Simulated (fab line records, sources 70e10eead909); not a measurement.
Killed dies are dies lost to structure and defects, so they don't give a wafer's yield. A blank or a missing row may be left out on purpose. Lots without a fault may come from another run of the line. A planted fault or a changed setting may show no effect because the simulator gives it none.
Which tool did it? | flow nand_harc | 20 lots, 60 wafers sampled, at 6 steps of a route of 1159

WHAT THE GAUGES READ, wafer by wafer
The record holds no reading of a measuring or inspecting step that can be judged against a usual standard deviation.

WHICH TOOL RAN EACH LOT (tool, then ch and the chambers of the sampled wafers, then the start)
lot  | NHARC_P_ZERO_WELL_ETCH_65         | NHARC_P_GATE_HM_OPEN_105                      | NHARC_P_GATE_STRIP_108            | NHARC_P_M0_PRE_CLEAN_31         | NHARC_P_M2_DEP_33               | NHARC_A_CHANNEL_HOLE_D1_ETCH_20
L074 | rie_diel-03 ch 0,1,2, day 1 13:31 | rie_diel-13 ch 0,1, day 4 21:23 or earlier    | rie_diel-13 ch 0,1, day 4 21:23   | pecvd-02 ch 1,2, day 6 01:42    | pecvd-03 ch 1,2, day 6 10:24    | har_etch-02 ch 0,1, day 8 11:47
L075 | rie_diel-05 ch 0,1,2, day 1 19:32 | rie_diel-13 ch 0,3, day 5 01:07 or earlier    | rie_diel-09 ch 0,1,2, day 5 01:07 | pecvd-01 ch 0,1, day 6 09:13    | pecvd-01 ch 1,2, day 6 17:46    | har_etch-02 ch 0,1, day 8 20:45
L076 | rie_diel-05 ch 1,2,3, day 2 01:38 | rie_diel-13 ch 0,3, day 5 01:34 or earlier    | rie_diel-09 ch 0,2,3, day 5 01:34 | pecvd-03 ch 0,1,2, day 6 04:41  | pecvd-01 ch 0,1,2, day 6 13:10  | har_etch-01 ch 0,1, day 8 13:25
L077 | rie_diel-03 ch 1,3, day 2 07:32   | rie_diel-13 ch 1,2,3, day 5 20:10 or earlier  | rie_diel-13 ch 0,1, day 5 20:10   | pecvd-03 ch 0,1, day 7 00:40    | pecvd-03 ch 0,2, day 7 09:04    | har_etch-01 ch 0,1, day 9 06:47
L078 | rie_diel-12 ch 0,1, day 2 13:30   | rie_diel-13 ch 0,2,3, day 5 19:49 or earlier  | rie_diel-09 ch 2,3, day 5 19:49   | pecvd-02 ch 0,1, day 6 22:28    | pecvd-01 ch 0,1, day 7 07:07    | har_etch-02 ch 1, day 9 05:57
L079 | rie_diel-05 ch 0,1,2, day 2 19:25 | rie_diel-13 ch 1,2, day 6 01:48 or earlier    | rie_diel-13 ch 0,1,2, day 6 01:48 | pecvd-01 ch 0,1,2, day 7 08:31  | pecvd-01 ch 0,1,2, day 7 17:01  | har_etch-02 ch 0,1, day 9 15:19
L080 | rie_diel-03 ch 2,3, day 3 01:22   | rie_diel-09 ch 0,1, day 6 02:18 or earlier    | rie_diel-09 ch 0,2,3, day 6 02:18 | pecvd-01 ch 0,1,2, day 7 09:26  | pecvd-01 ch 0,1,2, day 7 17:49  | har_etch-01 ch 0,1, day 9 14:58
L081 | rie_diel-12 ch 0,2, day 3 07:22   | rie_diel-13 ch 0,1,3, day 6 13:52 or earlier  | rie_diel-11 ch 0,2, day 6 13:52   | pecvd-01 ch 0,1, day 7 18:34    | pecvd-03 ch 0,1, day 8 03:05    | har_etch-01 ch 0,1, day 10 01:02
L082 | rie_diel-03 ch 0,1,2, day 3 13:31 | rie_diel-13 ch 0,1,2, day 6 13:56 or earlier  | rie_diel-09 ch 0,1,3, day 6 13:56 | pecvd-01 ch 0,1,2, day 7 19:46  | pecvd-02 ch 0,1,2, day 8 04:19  | har_etch-02 ch 0,1, day 10 01:19
L083 | rie_diel-12 ch 0,1,2, day 3 19:49 | rie_diel-13 ch 0,2,3, day 7 07:02 or earlier  | rie_diel-13 ch 1,2,3, day 7 07:02 | pecvd-01 ch 0,1,2, day 8 09:17  | pecvd-03 ch 0,1,2, day 8 17:45  | har_etch-02 ch 0,1, day 10 15:46
L086 | rie_diel-03 ch 0,2,3, day 4 13:29 | rie_diel-13 ch 2,3, day 7 23:52 or earlier    | rie_diel-11 ch 1,3, day 7 23:52   | pecvd-03 ch 1,2, day 9 03:47    | pecvd-02 ch 1,2, day 9 12:16    | har_etch-01 ch 0,1, day 11 09:18
L087 | rie_diel-12 ch 1,2, day 4 19:22   | rie_diel-11 ch 0,2,3, day 8 00:01 or earlier  | rie_diel-13 ch 1,2,3, day 8 00:01 | pecvd-03 ch 1,2, day 9 04:47    | pecvd-03 ch 0,1, day 9 13:10    | har_etch-02 ch 0,1, day 11 09:22
L088 | rie_diel-12 ch 2,3, day 5 01:38   | rie_diel-11 ch 1,2, day 8 13:55 or earlier    | rie_diel-09 ch 0,1, day 8 13:55   | pecvd-01 ch 0,1,2, day 9 22:02  | pecvd-02 ch 0,1, day 10 06:58   | har_etch-02 ch 0,1, day 12 09:16
L089 | rie_diel-12 ch 0,1, day 5 07:29   | rie_diel-11 ch 0,2,3, day 8 14:32 or earlier  | rie_diel-11 ch 2,3, day 8 14:32   | pecvd-02 ch 0,2, day 9 22:31    | pecvd-02 ch 0,1,2, day 10 07:13 | har_etch-01 ch 0,1, day 12 06:08
L090 | rie_diel-05 ch 1,2, day 5 13:29   | rie_diel-11 ch 0,3, day 8 20:20 or earlier    | rie_diel-11 ch 0,2,3, day 8 20:20 | pecvd-03 ch 0,2, day 10 00:32   | pecvd-02 ch 0,1,2, day 10 09:13 | har_etch-02 ch 0,1, day 12 05:04
L091 | rie_diel-05 ch 0,1,3, day 5 19:43 | rie_diel-09 ch 0,1,3, day 9 02:17 or earlier  | rie_diel-13 ch 0,1,3, day 9 02:17 | pecvd-03 ch 0,2, day 10 06:56   | pecvd-01 ch 2, day 10 15:40     | har_etch-02 ch 0,1, day 12 20:59
L092 | rie_diel-12 ch 1,2,3, day 6 01:30 | rie_diel-13 ch 1,2,3, day 9 09:13 or earlier  | rie_diel-13 ch 0,2,3, day 9 09:13 | pecvd-03 ch 0,1, day 10 13:55   | pecvd-02 ch 0,2, day 10 22:22   | har_etch-01 ch 0,1, day 12 20:44
L093 | rie_diel-05 ch 0,2, day 6 11:25   | rie_diel-13 ch 0,3, day 9 15:02 or earlier    | rie_diel-13 ch 2,3, day 9 15:02   | pecvd-02 ch 0,1,2, day 10 21:50 | pecvd-02 ch 0,1, day 11 07:16   | har_etch-02 ch 0,1, day 13 08:19
L094 | rie_diel-12 ch 0,2, day 6 13:22   | rie_diel-13 ch 0,2,3, day 9 15:40 or earlier  | rie_diel-13 ch 0,3, day 9 15:40   | pecvd-02 ch 0,1,2, day 10 22:52 | pecvd-02 ch 0,1,2, day 11 07:56 | har_etch-01 ch 0,1, day 13 07:38
L096 | rie_diel-03 ch 0,1,2, day 7 01:40 | rie_diel-13 ch 0,2,3, day 10 05:34 or earlier | rie_diel-13 ch 0,2, day 10 05:34  | pecvd-02 ch 0,2, day 11 09:31   | pecvd-03 ch 0,1,2, day 11 18:20 | har_etch-01 ch 1, day 13 16:44
- NHARC_P_ZERO_WELL_ETCH_65: etches the open film in N2/H2, target depth 80 nm, overetch 24 nm, time 87.88 s.
- NHARC_P_GATE_HM_OPEN_105: chemistry O2/COS, target depth 360 nm.
- NHARC_P_GATE_STRIP_108: strips in O2.
- NHARC_P_M0_PRE_CLEAN_31: time 12 s.
- NHARC_P_M2_DEP_33: deposits SiCN, target thk 30 nm.
- NHARC_A_CHANNEL_HOLE_D1_ETCH_20: etches the open film in C4F8/O2/Ar, time 361.9 s, target depth 1600 nm.

WHAT THE TOOLS THEMSELVES READ (means of the sampled wafers that have a number; where no wafer has one, the mark that the record gives instead)
NHARC_P_ZERO_WELL_ETCH_65. Usual: drypump_motor_current_A 5.6 A, standard deviation 0.59; mfc_ar_sccm 0.006 sccm, standard deviation 0.011; oes_product_au 1.000 a.u., standard deviation 0.0087; rf_fwd_power_W 397.6 W, standard deviation 1.4; rf_vpp_V 430.6 V, standard deviation 2.7; showerhead_plenum_p_Torr 2.04 Torr, standard deviation 0.1; throttle_valve_pct 14.171 %, standard deviation 0.0093.
lot  | tool        | drypump_motor_current_A (A) | mfc_ar_sccm (sccm) | oes_product_au (a.u.) | rf_fwd_power_W (W) | rf_vpp_V (V) | showerhead_plenum_p_Torr (Torr) | throttle_valve_pct (%) | flag
L074 | rie_diel-03 | 5.3                         | 0.004              | 0.998                 | 397.1              | 434.2        | 2.15                            | 14.175                 |
L075 | rie_diel-05 | 5.8                         | 0.014              | 1.000                 | 396.9              | 432.6        | 2.11                            | 14.167                 |
L076 | rie_diel-05 | 6.0                         | 0.005              | 1.008                 | 397.1              | 432.1        | 2.10                            | 14.167                 |
L077 | rie_diel-03 | 5.4                         | 0.000              | 0.994                 | 397.7              | 431.0        | 2.05                            | 14.174                 |
L078 | rie_diel-12 | 6.1                         | 0.017              | 0.999                 | 399.5              | 428.5        | 1.95                            | 14.166                 |
L079 | rie_diel-05 | 5.8                         | 0.014              | 1.007                 | 397.7              | 432.4        | 2.11                            | 14.166                 |
L080 | rie_diel-03 | 5.4                         | 0.000              | 0.998                 | 396.3              | 431.5        | 2.06                            | 14.176                 |
L081 | rie_diel-12 | 5.5                         | 0.008              | 1.000                 | 398.7              | 427.3        | 1.92                            | 14.174                 |
L082 | rie_diel-03 | 5.4                         | 0.004              | 1.003                 | 396.6              | 433.3        | 2.14                            | 14.175                 |
L083 | rie_diel-12 | 5.8                         | 0.008              | 0.999                 | 397.5              | 427.3        | 1.93                            | 14.173                 |
L086 | rie_diel-03 | 5.3                         | 0.004              | 0.996                 | 397.8              | 432.9        | 2.12                            | 14.170                 |
L087 | rie_diel-12 | 5.5                         | 0.000              | 1.009                 | 397.0              | 426.6        | 1.90                            | 14.169                 |
L088 | rie_diel-12 | 5.2                         | 0.000              | 1.000                 | 398.0              | 428.8        | 1.99                            | 14.177                 |
L089 | rie_diel-12 | 6.0                         | 0.008              | 0.995                 | 398.3              | 427.8        | 1.93                            | 14.174                 |
L090 | rie_diel-05 | 6.1                         | 0.004              | 1.006                 | 400.0              | 432.2        | 2.10                            | 14.176                 |
L091 | rie_diel-05 | 6.5                         | 0.017              | 0.999                 | 398.3              | 431.1        | 2.06                            | 14.165                 |
L092 | rie_diel-12 | 5.5                         | 0.000              | 1.005                 | 398.6              | 427.7        | 1.95                            | 14.174                 |
L093 | rie_diel-05 | 5.1                         | 0.012              | 1.010                 | 398.3              | 433.7        | 2.16                            | 14.170                 |
L094 | rie_diel-12 | 5.5                         | 0.008              | 0.991                 | 397.5              | 428.2        | 1.92                            | 14.166                 |
L096 | rie_diel-03 | 5.4                         | 0.004              | 0.997                 | 396.8              | 433.6        | 2.14                            | 14.168                 |

NHARC_P_GATE_HM_OPEN_105. Usual: cos_flow_sccm 20.00 sccm, standard deviation 0.058; drypump_motor_current_A 5.7 A, standard deviation 0.47; mfc_ar_sccm 0.008 sccm, standard deviation 0.0098; oes_product_au 1.004 a.u., standard deviation 0.012; rf_fwd_power_W 498.2 W, standard deviation 1.7; rf_vpp_V 467.5 V, standard deviation 1.7; showerhead_plenum_p_Torr 3.14 Torr, standard deviation 0.072; throttle_valve_pct 28.330 %, standard deviation 0.0087.
lot  | tool        | cos_flow_sccm (sccm) | drypump_motor_current_A (A) | mfc_ar_sccm (sccm) | oes_product_au (a.u.) | rf_fwd_power_W (W) | rf_vpp_V (V) | showerhead_plenum_p_Torr (Torr) | throttle_valve_pct (%) | flag
L074 | rie_diel-13 | 20.05                | 5.9                         | 0.005              | 0.999                 | 497.4              | 466.9        | 3.13                            | 28.338                 |
L075 | rie_diel-13 | 20.05                | 5.4                         | 0.010              | 1.003                 | 499.2              | 467.9        | 3.13                            | 28.333                 |
L076 | rie_diel-13 | 20.00                | 5.4                         | 0.010              | 1.004                 | 499.0              | 467.5        | 3.13                            | 28.318                 |
L077 | rie_diel-13 | 20.10                | 5.8                         | 0.011              | 1.009                 | 497.9              | 466.8        | 3.14                            | 28.330                 |
L078 | rie_diel-13 | 20.03                | 5.6                         | 0.009              | 1.021                 | 497.7              | 467.7        | 3.15                            | 28.332                 |
L079 | rie_diel-13 | 19.98                | 6.1                         | 0.002              | 1.000                 | 498.0              | 468.1        | 3.18                            | 28.331                 |
L080 | rie_diel-09 | 19.96                | 5.9                         | 0.003              | 1.008                 | 498.5              | 471.2        | 3.30                            | 28.325                 |
L081 | rie_diel-13 | 20.00                | 5.6                         | 0.012              | 1.000                 | 497.6              | 465.3        | 3.11                            | 28.325                 |
L082 | rie_diel-13 | 19.98                | 6.0                         | 0.003              | 1.002                 | 498.1              | 467.8        | 3.16                            | 28.330                 |
L083 | rie_diel-13 | 20.00                | 5.6                         | 0.009              | 1.018                 | 496.7              | 467.6        | 3.15                            | 28.331                 |
L086 | rie_diel-13 | 19.97                | 5.8                         | 0.009              | 1.014                 | 498.6              | 468.7        | 3.17                            | 28.321                 |
L087 | rie_diel-11 | 20.01                | 5.7                         | 0.004              | 1.004                 | 498.0              | 468.1        | 3.16                            | 28.327                 |
L088 | rie_diel-11 | 19.95                | 5.6                         | 0.000              | 0.998                 | 500.3              | 466.4        | 3.07                            | 28.331                 |
L089 | rie_diel-11 | 19.98                | 5.7                         | 0.004              | 0.994                 | 498.2              | 468.3        | 3.16                            | 28.335                 |
L090 | rie_diel-11 | 20.01                | 5.3                         | 0.008              | 1.007                 | 498.9              | 466.5        | 3.11                            | 28.326                 |
L091 | rie_diel-09 | 19.96                | 6.0                         | 0.013              | 1.009                 | 499.2              | 468.8        | 3.20                            | 28.337                 |
L092 | rie_diel-13 | 20.04                | 5.8                         | 0.011              | 1.008                 | 497.6              | 466.9        | 3.13                            | 28.326                 |
L093 | rie_diel-13 | 20.00                | 5.4                         | 0.010              | 1.015                 | 499.2              | 466.5        | 3.12                            | 28.332                 |
L094 | rie_diel-13 | 19.98                | 5.6                         | 0.009              | 1.015                 | 499.4              | 468.2        | 3.15                            | 28.320                 |
L096 | rie_diel-13 | 20.02                | 5.6                         | 0.009              | 1.009                 | 496.5              | 467.9        | 3.14                            | 28.340                 |

NHARC_P_GATE_STRIP_108. Usual: drypump_motor_current_A 5.8 A, standard deviation 0.49; mfc_ar_sccm 0.010 sccm, standard deviation 0.011; oes_product_au 1.000 a.u., standard deviation 0.011; rf_vpp_V 57.9 V, standard deviation 0.82; showerhead_plenum_p_Torr 3.57 Torr, standard deviation 0.097; throttle_valve_pct 17.037 %, standard deviation 0.0088.
lot  | tool        | drypump_motor_current_A (A) | mfc_ar_sccm (sccm) | oes_product_au (a.u.) | rf_vpp_V (V) | showerhead_plenum_p_Torr (Torr) | throttle_valve_pct (%) | flag
L074 | rie_diel-13 | 5.9                         | 0.005              | 0.999                 | 57.5         | 3.54                            | 17.037                 |
L075 | rie_diel-09 | 5.9                         | 0.009              | 1.004                 | 58.9         | 3.69                            | 17.040                 |
L076 | rie_diel-09 | 5.6                         | 0.018              | 1.002                 | 57.4         | 3.59                            | 17.038                 |
L077 | rie_diel-13 | 5.8                         | 0.004              | 1.004                 | 58.8         | 3.55                            | 17.037                 |
L078 | rie_diel-09 | 5.6                         | 0.029              | 0.998                 | 57.2         | 3.50                            | 17.036                 |
L079 | rie_diel-13 | 5.9                         | 0.003              | 0.999                 | 57.6         | 3.57                            | 17.034                 |
L080 | rie_diel-09 | 5.5                         | 0.018              | 0.989                 | 57.4         | 3.59                            | 17.033                 |
L081 | rie_diel-11 | 6.0                         | 0.001              | 1.012                 | 57.7         | 3.59                            | 17.042                 |
L082 | rie_diel-09 | 6.0                         | 0.013              | 1.000                 | 58.0         | 3.63                            | 17.030                 |
L083 | rie_diel-13 | 5.8                         | 0.011              | 1.007                 | 58.5         | 3.55                            | 17.039                 |
L086 | rie_diel-11 | 5.3                         | 0.004              | 0.989                 | 58.3         | 3.42                            | 17.036                 |
L087 | rie_diel-13 | 5.8                         | 0.011              | 1.005                 | 58.1         | 3.54                            | 17.036                 |
L088 | rie_diel-09 | 5.9                         | 0.003              | 1.001                 | 57.4         | 3.71                            | 17.044                 |
L089 | rie_diel-11 | 5.7                         | 0.004              | 1.001                 | 58.3         | 3.60                            | 17.027                 |
L090 | rie_diel-11 | 5.7                         | 0.004              | 0.994                 | 57.4         | 3.57                            | 17.035                 |
L091 | rie_diel-13 | 5.5                         | 0.012              | 0.997                 | 57.8         | 3.51                            | 17.035                 |
L092 | rie_diel-13 | 5.6                         | 0.009              | 1.011                 | 57.5         | 3.55                            | 17.036                 |
L093 | rie_diel-13 | 5.8                         | 0.009              | 1.009                 | 58.3         | 3.58                            | 17.034                 |
L094 | rie_diel-13 | 5.2                         | 0.018              | 1.000                 | 58.0         | 3.50                            | 17.045                 |
L096 | rie_diel-13 | 5.9                         | 0.001              | 1.008                 | 58.5         | 3.60                            | 17.032                 |

NHARC_P_M0_PRE_CLEAN_31. Usual: heater_power_w 623 W, standard deviation 62; rf_fwd_power_W 292.6 W, standard deviation 0.9.
lot  | tool     | heater_power_w (W) | rf_fwd_power_W (W) | flag
L074 | pecvd-02 | 616                | 292.2              |
L075 | pecvd-01 | 750                | 292.7              |
L076 | pecvd-03 | 606                | 292.8              |
L077 | pecvd-03 | 627                | 292.7              |
L078 | pecvd-02 | 658                | 293.7              |
L079 | pecvd-01 | 675                | 292.9              |
L080 | pecvd-01 | 681                | 292.6              |
L081 | pecvd-01 | 751                | 293.3              |
L082 | pecvd-01 | 645                | 292.5              |
L083 | pecvd-01 | 703                | 292.3              |
L086 | pecvd-03 | 579                | 292.9              |
L087 | pecvd-03 | 596                | 291.9              |
L088 | pecvd-01 | 714                | 292.2              |
L089 | pecvd-02 | 578                | 292.4              |
L090 | pecvd-03 | 605                | 293.2              |
L091 | pecvd-03 | 529                | 291.7              |
L092 | pecvd-03 | 576                | 292.7              |
L093 | pecvd-02 | 599                | 292.6              |
L094 | pecvd-02 | 618                | 292.2              |
L096 | pecvd-02 | 556                | 293.0              |

NHARC_P_M2_DEP_33. Usual: heater_power_w 573 W, standard deviation 59; rf_fwd_power_W 449.3 W, standard deviation 1.3.
lot  | tool     | heater_power_w (W) | rf_fwd_power_W (W) | flag
L074 | pecvd-03 | 586                | 448.0              |
L075 | pecvd-01 | 609                | 449.8              |
L076 | pecvd-01 | 618                | 450.0              |
L077 | pecvd-03 | 560                | 448.2              |
L078 | pecvd-01 | 621                | 448.8              |
L079 | pecvd-01 | 656                | 449.1              |
L080 | pecvd-01 | 658                | 449.9              |
L081 | pecvd-03 | 584                | 449.4              |
L082 | pecvd-02 | 564                | 449.8              |
L083 | pecvd-03 | 550                | 449.2              |
L086 | pecvd-02 | 509                | 450.5              |
L087 | pecvd-03 | 544                | 450.9              |
L088 | pecvd-02 | 624                | 446.5              |
L089 | pecvd-02 | 567                | 449.5              |
L090 | pecvd-02 | 586                | 449.7              |
L091 | pecvd-01 | 569                | 450.7              |
L092 | pecvd-02 | 503                | 449.2              |
L093 | pecvd-02 | 619                | 449.0              |
L094 | pecvd-02 | 532                | 448.9              |
L096 | pecvd-03 | 513                | 449.9              |

NHARC_A_CHANNEL_HOLE_D1_ETCH_20. Usual: drypump_motor_current_A 6.0 A, standard deviation 0.47; mfc_ar_sccm 375.0 sccm, standard deviation 1.1; showerhead_plenum_p_Torr 3.74 Torr, standard deviation 0.064; throttle_valve_pct 32.155 %, standard deviation 0.0092.
lot  | tool        | drypump_motor_current_A (A) | mfc_ar_sccm (sccm) | showerhead_plenum_p_Torr (Torr) | throttle_valve_pct (%) | flag
L074 | har_etch-02 | 6.4                         | 375.4              | 3.72                            | 32.150                 |
L075 | har_etch-02 | 6.4                         | 375.3              | 3.72                            | 32.159                 |
L076 | har_etch-01 | 5.5                         | 374.6              | 3.79                            | 32.152                 |
L077 | har_etch-01 | 5.5                         | 374.6              | 3.79                            | 32.153                 |
L078 | har_etch-02 | 6.5                         | 375.6              | 3.67                            | 32.153                 |
L079 | har_etch-02 | 6.2                         | 374.9              | 3.75                            | 32.156                 |
L080 | har_etch-01 | 5.7                         | 374.8              | 3.76                            | 32.154                 |
L081 | har_etch-01 | 5.5                         | 375.1              | 3.78                            | 32.156                 |
L082 | har_etch-02 | 6.2                         | 376.0              | 3.75                            | 32.157                 |
L083 | har_etch-02 | 6.2                         | 374.1              | 3.75                            | 32.163                 |
L086 | har_etch-01 | 5.5                         | 376.1              | 3.78                            | 32.155                 |
L087 | har_etch-02 | 6.2                         | 375.3              | 3.74                            | 32.152                 |
L088 | har_etch-02 | 6.2                         | 375.2              | 3.74                            | 32.158                 |
L089 | har_etch-01 | 5.5                         | 375.1              | 3.77                            | 32.155                 |
L090 | har_etch-02 | 6.2                         | 375.5              | 3.74                            | 32.159                 |
L091 | har_etch-02 | 6.2                         | 374.6              | 3.73                            | 32.153                 |
L092 | har_etch-01 | 5.7                         | 376.3              | 3.74                            | 32.141                 |
L093 | har_etch-02 | 6.3                         | 374.2              | 3.69                            | 32.153                 |
L094 | har_etch-01 | 5.5                         | 375.4              | 3.77                            | 32.151                 |
L096 | har_etch-01 | 6.0                         | 373.5              | 3.70                            | 32.150                 |

THE ANSWER, worked out from the rows above alone
Rule: a lot is off if the mean of its wafers that have a number lies more than 3 standard deviations from the usual mean. A lot without any number at a reading at which 4 lots or more have one is off too. The other lots that the step has rows for count as sound. The gauges are gone through in route order, then the tools' own readings, and for those a lot's mean is taken as printed above. The first step at which some lot is off is used, and at that step the reading that is off furthest; a lot without a number counts as furthest.
No lot is off at any reading shown: from this, nothing can be told.

WHAT THE SIMULATOR HAD PUT IN
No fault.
